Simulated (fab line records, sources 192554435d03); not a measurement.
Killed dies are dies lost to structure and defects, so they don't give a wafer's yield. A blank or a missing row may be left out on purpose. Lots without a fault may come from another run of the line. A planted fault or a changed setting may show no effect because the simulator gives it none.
Which tool did it? | flow n5_finfet | 24 lots, 72 wafers sampled, at 5 steps of a route of 1938

WHAT THE GAUGES READ, wafer by wafer
N5_BEOL_M2_OVL_MEAS_12.
lot  | measured     | on         | M2_OVL (nm)
L074 | day 6 20:08  | overlay-01 | -0.7 -0.3 -1.3
L075 | day 6 22:41  | overlay-02 | -0.5 0.8 -0.4
L076 | day 6 22:47  | overlay-01 | -0.7 0.9 -1.1
L077 | day 7 06:55  | overlay-01 | -0.5 0.1 0.3
L078 | day 7 07:40  | overlay-01 | 0.1 -1.0 -0.2
L079 | day 7 21:47  | overlay-02 | 0.4 -0.8 0.6
L080 | day 8 00:46  | overlay-02 | 0.0 -0.6 0.8
L081 | day 8 06:53  | overlay-02 | -0.8 0.3 -0.3
L082 | day 8 08:37  | overlay-01 | -0.8 -0.1 -1.4
L083 | day 8 16:53  | overlay-01 | -0.5 -0.1 -0.2
L084 | day 8 22:09  | overlay-01 | 1.0 -1.4 0.4
L085 | day 9 08:50  | overlay-02 | 0.2 -1.5 -0.2
L086 | day 9 10:11  | overlay-01 | -0.7 0.5 -0.6
L087 | day 9 23:07  | overlay-02 | -0.5 0.2 -0.5
L088 | day 10 03:05 | overlay-01 | -0.4 -1.1 0.2
L090 | day 10 07:42 | overlay-01 | 0.0 -0.8 -1.2
L089 | day 10 09:44 | overlay-02 | -0.1 1.0 -0.9
L091 | day 10 15:55 | overlay-01 | -0.6 0.0 -0.3
L092 | day 11 02:11 | overlay-01 | -0.1 0.8 -0.7
L093 | day 11 07:01 | overlay-01 | -0.4 0.2 -0.2
L094 | day 11 12:25 | overlay-02 | -1.6 -2.9 -0.6
L095 | day 11 17:05 | overlay-01 | 0.1 0.2 -0.2
L096 | day 11 19:34 | overlay-02 | -1.2 -0.5 -0.1
L097 | day 12 05:29 | overlay-02 | -1.3 -1.4 -0.2

N5_BEOL_M2_OVL_MEAS_29.
lot  | measured     | on         | V1_OVL (nm)
L074 | day 6 21:48  | overlay-02 | -0.5 -1.1 -1.1
L075 | day 6 23:37  | overlay-02 | -0.5 -1.7 -0.9
L076 | day 6 23:47  | overlay-01 | -0.5 0.1 -0.5
L077 | day 7 08:05  | overlay-02 | -1.0 -0.2 -0.2
L078 | day 7 08:32  | overlay-02 | -0.6 -1.2 -1.4
L079 | day 7 22:58  | overlay-02 | 0.9 1.4 -0.3
L080 | day 8 02:07  | overlay-01 | -0.8 -1.3 -0.3
L081 | day 8 08:00  | overlay-01 | -0.2 -0.3 -2.0
L082 | day 8 09:29  | overlay-01 | -0.9 -1.1 -0.9
L083 | day 8 17:51  | overlay-01 | 0.8 -0.2 -1.2
L084 | day 8 23:14  | overlay-02 | -1.6 0.0 -1.7
L085 | day 9 09:52  | overlay-02 | -0.9 -1.3 -1.3
L086 | day 9 11:04  | overlay-02 | -0.7 -0.5 -1.9
L087 | day 10 00:07 | overlay-02 | -0.6 -1.0 -0.8
L088 | day 10 04:01 | overlay-01 | 0.1 -1.7 -0.9
L090 | day 10 08:44 | overlay-02 | -0.2 0.9 0.4
L089 | day 10 11:01 | overlay-01 | -0.9 -1.5 -1.7
L091 | day 10 16:58 | overlay-01 | -0.9 0.5 -0.7
L092 | day 11 03:07 | overlay-01 | -0.4 -0.4 -1.3
L093 | day 11 07:53 | overlay-02 | -0.4 -0.3 -0.4
L094 | day 11 13:25 | overlay-01 | -1.7 -1.8 -1.8
L095 | day 11 18:05 | overlay-02 | -0.5 -0.6 -0.6
L096 | day 11 20:31 | overlay-01 | -1.2 -0.6 -1.8
L097 | day 12 07:00 | overlay-02 | 0.3 -0.8 0.0

WHICH TOOL RAN EACH LOT (tool, then ch and the chambers of the sampled wafers, then the start)
lot  | N5_BEOL_M1_ANNEAL_89         | N5_BEOL_M1_SPUTTER_92        | N5_BEOL_M2_PECVD_72
L074 | pvd_sputter-02, day 6 16:45  | pvd_sputter-02, day 6 17:07  | pecvd-02 ch 0,2, day 6 18:46
L075 | pvd_sputter-02, day 6 19:39  | pvd_sputter-02, day 6 20:01  | pecvd-01 ch 0,1,2, day 6 21:42
L076 | pvd_sputter-01, day 6 19:46  | pvd_sputter-01, day 6 20:08  | pecvd-01 ch 0,1,2, day 6 21:48
L077 | pvd_sputter-02, day 7 01:20  | pvd_sputter-02, day 7 01:41  | pecvd-01 ch 1,2, day 7 03:22
L078 | pvd_sputter-03, day 7 02:58  | pvd_sputter-03, day 7 03:21  | pecvd-03 ch 0,1, day 7 05:04
L079 | pvd_sputter-03, day 7 17:22  | pvd_sputter-03, day 7 17:43  | pecvd-01 ch 1,2, day 7 19:32
L080 | pvd_sputter-01, day 7 20:12  | pvd_sputter-01, day 7 20:34  | pecvd-01 ch 0,1,2, day 7 22:14
L081 | pvd_sputter-01, day 8 02:22  | pvd_sputter-01, day 8 02:43  | pecvd-01 ch 0,1, day 8 04:22
L082 | pvd_sputter-03, day 8 05:34  | pvd_sputter-03, day 8 05:56  | pecvd-03 ch 1,2, day 8 07:36
L083 | pvd_sputter-03, day 8 12:38  | pvd_sputter-03, day 8 12:59  | pecvd-01 ch 0,1,2, day 8 14:48
L084 | pvd_sputter-03, day 8 18:41  | pvd_sputter-03, day 8 19:03  | pecvd-01 ch 0,2, day 8 20:43
L085 | pvd_sputter-02, day 9 04:43  | pvd_sputter-02, day 9 05:05  | pecvd-03 ch 1,2, day 9 06:46
L086 | pvd_sputter-02, day 9 07:12  | pvd_sputter-02, day 9 07:34  | pecvd-01 ch 0,2, day 9 09:13
L087 | pvd_sputter-02, day 9 19:21  | pvd_sputter-02, day 9 19:43  | pecvd-03 ch 1,2, day 9 21:37
L088 | pvd_sputter-01, day 9 21:58  | pvd_sputter-01, day 9 22:19  | pecvd-01 ch 0,1, day 10 00:01
L090 | pvd_sputter-01, day 10 05:10 | pvd_sputter-01, day 10 05:31 | pecvd-01 ch 0,1, day 10 07:13
L089 | pvd_sputter-02, day 10 05:38 | pvd_sputter-02, day 10 06:00 | pecvd-03 ch 0,2, day 10 07:40
L091 | pvd_sputter-02, day 10 11:22 | pvd_sputter-02, day 10 11:44 | pecvd-02 ch 0,1, day 10 13:37
L092 | pvd_sputter-02, day 10 22:59 | pvd_sputter-02, day 10 23:20 | pecvd-02 ch 0,1, day 11 01:07
L093 | pvd_sputter-01, day 11 03:40 | pvd_sputter-01, day 11 04:01 | pecvd-02 ch 0,1, day 11 05:42
L094 | pvd_sputter-02, day 11 09:14 | pvd_sputter-02, day 11 09:36 | pecvd-02 ch 0,1, day 11 11:18
L095 | pvd_sputter-02, day 11 14:08 | pvd_sputter-02, day 11 14:30 | pecvd-01 ch 0,1, day 11 16:14
L096 | pvd_sputter-01, day 11 14:49 | pvd_sputter-01, day 11 15:10 | pecvd-01 ch 0,1,2, day 11 17:13
L097 | pvd_sputter-02, day 12 01:04 | pvd_sputter-02, day 12 01:25 | pecvd-03 ch 0,2, day 12 03:08
- N5_BEOL_M1_ANNEAL_89: time 240 s.
- N5_BEOL_M1_SPUTTER_92: material Cu, target thk 4.5 nm, time 8.29 s.
- N5_BEOL_M2_PECVD_72: deposits SiO2 from TEOS/O2, target thk 16 nm, time 18 s.

WHAT THE TOOLS THEMSELVES READ (means of the sampled wafers that have a number; where no wafer has one, the mark that the record gives instead)
N5_BEOL_M1_ANNEAL_89.
lot  | tool           | heater_power_w (W)
L074 | pvd_sputter-02 | 988
L075 | pvd_sputter-02 | 886
L076 | pvd_sputter-01 | 802
L077 | pvd_sputter-02 | 913
L078 | pvd_sputter-03 | 828
L079 | pvd_sputter-03 | 797
L080 | pvd_sputter-01 | 807
L081 | pvd_sputter-01 | 824
L082 | pvd_sputter-03 | 800
L083 | pvd_sputter-03 | 832
L084 | pvd_sputter-03 | 809
L085 | pvd_sputter-02 | 879
L086 | pvd_sputter-02 | 915
L087 | pvd_sputter-02 | 904
L088 | pvd_sputter-01 | 810
L090 | pvd_sputter-01 | 799
L089 | pvd_sputter-02 | 966
L091 | pvd_sputter-02 | 931
L092 | pvd_sputter-02 | 865
L093 | pvd_sputter-01 | 800
L094 | pvd_sputter-02 | 920
L095 | pvd_sputter-02 | 854
L096 | pvd_sputter-01 | 805
L097 | pvd_sputter-02 | 847

N5_BEOL_M1_SPUTTER_92.
lot  | tool           | throttle_valve_pct (%)
L074 | pvd_sputter-02 | 28.7
L075 | pvd_sputter-02 | 31.2
L076 | pvd_sputter-01 | 29.9
L077 | pvd_sputter-02 | 29.5
L078 | pvd_sputter-03 | 30.6
L079 | pvd_sputter-03 | 30.0
L080 | pvd_sputter-01 | 30.3
L081 | pvd_sputter-01 | 29.8
L082 | pvd_sputter-03 | 29.8
L083 | pvd_sputter-03 | 30.2
L084 | pvd_sputter-03 | 30.0
L085 | pvd_sputter-02 | 30.7
L086 | pvd_sputter-02 | 29.6
L087 | pvd_sputter-02 | 29.7
L088 | pvd_sputter-01 | 30.5
L090 | pvd_sputter-01 | 30.5
L089 | pvd_sputter-02 | 28.8
L091 | pvd_sputter-02 | 30.0
L092 | pvd_sputter-02 | 30.7
L093 | pvd_sputter-01 | 30.8
L094 | pvd_sputter-02 | 30.0
L095 | pvd_sputter-02 | 30.6
L096 | pvd_sputter-01 | 31.4
L097 | pvd_sputter-02 | 30.4

N5_BEOL_M2_PECVD_72.
lot  | tool     | heater_power_w (W) | showerhead_plenum_p_Torr (Torr) | throttle_valve_pct (%)
L074 | pecvd-02 | 657                | 8.72                            | 22.2
L075 | pecvd-01 | 728                | 8.85                            | 22.9
L076 | pecvd-01 | 718                | 8.85                            | 22.8
L077 | pecvd-01 | 702                | 8.90                            | 22.5
L078 | pecvd-03 | 834                | 8.87                            | 21.4
L079 | pecvd-01 | 759                | 8.91                            | 22.5
L080 | pecvd-01 | 754                | 8.85                            | 22.9
L081 | pecvd-01 | 809                | 8.83                            | 24.3
L082 | pecvd-03 | 735                | 8.88                            | 21.4
L083 | pecvd-01 | 675                | 8.86                            | 22.9
L084 | pecvd-01 | 754                | 8.89                            | 21.3
L085 | pecvd-03 | 677                | 8.89                            | 21.7
L086 | pecvd-01 | 762                | 8.88                            | 21.4
L087 | pecvd-03 | 701                | 8.86                            | 21.7
L088 | pecvd-01 | 732                | 8.83                            | 24.6
L090 | pecvd-01 | 768                | 8.82                            | 24.5
L089 | pecvd-03 | 723                | 8.90                            | 21.5
L091 | pecvd-02 | 635                | 8.70                            | 22.0
L092 | pecvd-02 | 664                | 8.70                            | 21.8
L093 | pecvd-02 | 672                | 8.69                            | 21.9
L094 | pecvd-02 | 660                | 8.71                            | 22.1
L095 | pecvd-01 | 655                | 8.79                            | 23.6
L096 | pecvd-01 | 733                | 8.84                            | 23.0
L097 | pecvd-03 | 783                | 8.90                            | 21.6

THE ANSWER, worked out from the rows above alone
Rule: what is usual is taken from the lots themselves. Put in order of their means at a reading, lots are off if they are a third of the lots or fewer, leave a main group of 4 or more, and stand apart from it by a gap of 3 or more times the standard deviation of the main group's means; of several such gaps the widest counts. A main group whose means are all the same, to the digits that the tables above print for the reading, isn't used. A lot without any number at a reading at which 4 lots or more have one is off too. The other lots that the step has rows for count as sound. The gauges are gone through in route order, then the tools' own readings, and for those a lot's mean is taken as printed above. The first step at which some lot is off is used, and at that step the reading that is off furthest; a lot without a number counts as furthest.
No lot is off at any reading shown: from this, nothing can be told.

WHAT THE SIMULATOR HAD PUT IN
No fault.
